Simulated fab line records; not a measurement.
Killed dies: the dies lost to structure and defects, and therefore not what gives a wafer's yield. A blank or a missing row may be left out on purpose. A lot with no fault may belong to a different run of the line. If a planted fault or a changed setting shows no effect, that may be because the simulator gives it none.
Split-lot trial || flow n5 finfet || route with 1938 steps; 7 lots, 21 wafers read

ON THE SPLIT
At N5_BEOL_M6_ALD_77 (deposits TaN, target thk 2 nm, pulse time 2 s, purge time 3 s), the setting ald cycles was moved away from the recipe's 40 on 6 of the 21 wafers read, by -17.5% to +17.5%. All remaining wafers had this setting at the recipe value.

The reading comes from the split's own step.

THE READING
TaN_of_BEOL_M6_ALD_77.thk nm (the simulator's own value, which no gauge read), in nm, at N5_BEOL_M6_ALD_77 (deposits TaN, target thk 2 nm, pulse time 2 s, purge time 3 s). There is no usual value for it anywhere in the file.

{"wafer": "L075.1", "tool, chamber at the split": "ald metal-03, 2", "ald cycles as run": 33, "against the recipe": "-17.5%", "TaN_of_BEOL_M6_ALD_77.thk nm, nm": 1.6, "against lot-mates on the recipe": -0.4}
{"wafer": "L075.2", "tool, chamber at the split": "ald metal-03, 3,1", "ald cycles as run": 40, "against the recipe": "recipe", "TaN_of_BEOL_M6_ALD_77.thk nm, nm": 2, "against lot-mates on the recipe": "-"}
{"wafer": "L075.5", "tool, chamber at the split": "ald metal-03, 3,1", "ald cycles as run": 40, "against the recipe": "recipe", "TaN_of_BEOL_M6_ALD_77.thk nm, nm": 2, "against lot-mates on the recipe": "-"}
{"wafer": "L082.1", "tool, chamber at the split": "ald metal-02, 2,1,3", "ald cycles as run": 40, "against the recipe": "recipe", "TaN_of_BEOL_M6_ALD_77.thk nm, nm": 2, "against lot-mates on the recipe": "-"}
{"wafer": "L082.2", "tool, chamber at the split": "ald metal-02, 2,1,3", "ald cycles as run": 40, "against the recipe": "recipe", "TaN_of_BEOL_M6_ALD_77.thk nm, nm": 2, "against lot-mates on the recipe": "-"}
{"wafer": "L082.4", "tool, chamber at the split": "ald metal-02, 2,1,3", "ald cycles as run": 40, "against the recipe": "recipe", "TaN_of_BEOL_M6_ALD_77.thk nm, nm": 2, "against lot-mates on the recipe": "-"}
{"wafer": "L087.3", "tool, chamber at the split": "ald metal-03, 3", "ald cycles as run": 47, "against the recipe": "+17.5%", "TaN_of_BEOL_M6_ALD_77.thk nm, nm": 2.4, "against lot-mates on the recipe": "+0.4"}
{"wafer": "L087.5", "tool, chamber at the split": "ald metal-03, 1,2", "ald cycles as run": 40, "against the recipe": "recipe", "TaN_of_BEOL_M6_ALD_77.thk nm, nm": 2, "against lot-mates on the recipe": "-"}
{"wafer": "L087.6", "tool, chamber at the split": "ald metal-03, 1,2", "ald cycles as run": 40, "against the recipe": "recipe", "TaN_of_BEOL_M6_ALD_77.thk nm, nm": 2, "against lot-mates on the recipe": "-"}
{"wafer": "L090.4", "tool, chamber at the split": "ald metal-04, 2,3", "ald cycles as run": 45, "against the recipe": "+12.5%", "TaN_of_BEOL_M6_ALD_77.thk nm, nm": 2.2, "against lot-mates on the recipe": "+0.2"}
{"wafer": "L090.6", "tool, chamber at the split": "ald metal-04, 2,3", "ald cycles as run": 45, "against the recipe": "+12.5%", "TaN_of_BEOL_M6_ALD_77.thk nm, nm": 2.2, "against lot-mates on the recipe": "+0.2"}
{"wafer": "L090.5", "tool, chamber at the split": "ald metal-04, 0", "ald cycles as run": 40, "against the recipe": "recipe", "TaN_of_BEOL_M6_ALD_77.thk nm, nm": 2, "against lot-mates on the recipe": "-"}
{"wafer": "L091.3", "tool, chamber at the split": "ald metal-02, 1,0,2", "ald cycles as run": 40, "against the recipe": "recipe", "TaN_of_BEOL_M6_ALD_77.thk nm, nm": 2, "against lot-mates on the recipe": "-"}
{"wafer": "L091.4", "tool, chamber at the split": "ald metal-02, 1,0,2", "ald cycles as run": 40, "against the recipe": "recipe", "TaN_of_BEOL_M6_ALD_77.thk nm, nm": 2, "against lot-mates on the recipe": "-"}
{"wafer": "L091.5", "tool, chamber at the split": "ald metal-02, 1,0,2", "ald cycles as run": 40, "against the recipe": "recipe", "TaN_of_BEOL_M6_ALD_77.thk nm, nm": 2, "against lot-mates on the recipe": "-"}
{"wafer": "L092.1", "tool, chamber at the split": "ald metal-04, 1,1,0", "ald cycles as run": 40, "against the recipe": "recipe", "TaN_of_BEOL_M6_ALD_77.thk nm, nm": 2, "against lot-mates on the recipe": "-"}
{"wafer": "L092.4", "tool, chamber at the split": "ald metal-04, 1,1,0", "ald cycles as run": 40, "against the recipe": "recipe", "TaN_of_BEOL_M6_ALD_77.thk nm, nm": 2, "against lot-mates on the recipe": "-"}
{"wafer": "L092.5", "tool, chamber at the split": "ald metal-04, 1,1,0", "ald cycles as run": 40, "against the recipe": "recipe", "TaN_of_BEOL_M6_ALD_77.thk nm, nm": 2, "against lot-mates on the recipe": "-"}
{"wafer": "L097.3", "tool, chamber at the split": "ald metal-03, 1", "ald cycles as run": 46, "against the recipe": "+15.0%", "TaN_of_BEOL_M6_ALD_77.thk nm, nm": 2.4, "against lot-mates on the recipe": "+0.4"}
{"wafer": "L097.4", "tool, chamber at the split": "ald metal-03, 3", "ald cycles as run": 40, "against the recipe": "recipe", "TaN_of_BEOL_M6_ALD_77.thk nm, nm": 2, "against lot-mates on the recipe": "-"}
{"wafer": "L097.5", "tool, chamber at the split": "ald metal-03, 2", "ald cycles as run": 46, "against the recipe": "+15.0%", "TaN_of_BEOL_M6_ALD_77.thk nm, nm": 2.2, "against lot-mates on the recipe": "+0.2"}
Rows listing several chambers each stand for several wafers; the file does not say which wafer went through which chamber.

FIT RESULTS
A straight line over all 21 wafers: TaN_of_BEOL_M6_ALD_77.thk nm changes by +0.0206 nm for each +1% of ald cycles; r = +0.97; the points scatter about the line by 0.039 nm.
The same after taking each lot's own level away (the mean of its wafers on the recipe; 21 wafers): +0.0206 nm for each +1%; r = +0.97; scatter 0.039 nm.
Per that fit: largest ald cycles move, reading shift of 0.36 nm.
The lots' own levels span 2.00 to 2.00 nm.
So the lot-to-lot level changes the slope little: the two slopes agree.
Check: for one of the wafers moved furthest among these (-17.5%), held out of the fit, the line's prediction against its lot-mates is -0.347 nm. It came out at -0.4 nm against them.

FILE'S OWN FIT
TaN_of_BEOL_M6_ALD_77.thk nm changes by +0.0211 nm for each +1% of ald cycles, r = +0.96.
